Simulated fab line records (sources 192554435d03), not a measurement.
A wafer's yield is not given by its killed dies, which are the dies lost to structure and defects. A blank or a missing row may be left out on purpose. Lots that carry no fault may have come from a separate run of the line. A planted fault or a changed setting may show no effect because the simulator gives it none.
Matching of chambers    flow n5Finfet    N5_ILD0_CMP_12 on cmp-03 has 4 sister chambers
The step polishes SiNx, stops on poly-Si, t overpolish 6 s, target thk 17.67 nm. 4 wafers are shown with their chamber, then 9 later ones without.

WAFERS, EACH WITH ITS CHAMBER
wafer   chamber  motorCurrentA (A)
L086.2  2        8.6
L091.1  3        8.0
L091.2  1        7.9
L091.4  0        9.3

WAFERS WHOSE CHAMBER IS MISSING
wafer   motorCurrentA (A)
L092.2  9.9
L092.4  8.2
L092.5  8.4
L093.2  8.5
L093.4  7.3
L093.6  8.0
L094.4  9.9
L094.5  8.1
L094.6  9.7

THE CHAMBER EACH PASSED THROUGH
wafer   from the rows above                in truth
L092.2  can't be placed: 0 or 2            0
L092.4  can't be placed: 3 or 1 or 2       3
L092.5  can't be placed: 2 or 3 or 1 or 0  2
L093.2  can't be placed: 2 or 3 or 1 or 0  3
L093.4  can't be placed: 1 or 3 or 2       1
L093.6  can't be placed: 3 or 1 or 2       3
L094.4  can't be placed: 0 or 2            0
L094.5  can't be placed: 3 or 1 or 2       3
L094.6  can't be placed: 0 or 2            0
0 of 9 placed correctly. From these rows, 9 cannot be placed; in 9 the true chamber is one of the candidates. Number placed wrongly: 0.
How it was worked out, from the rows above alone: a wafer's distance from a chamber is the root of the sum, over the readings, of the square of ((its reading less the chamber's mean) divided by the reading's scatter). The wafer belongs to the nearest chamber; if the next one is less than 2 further off, it can't be placed. For every chamber, the mean is computed from those of its wafers that are shown. The scatter: with one shown wafer a chamber, the root of the mean of the squares of how far each hidden wafer lies from its nearest shown one.
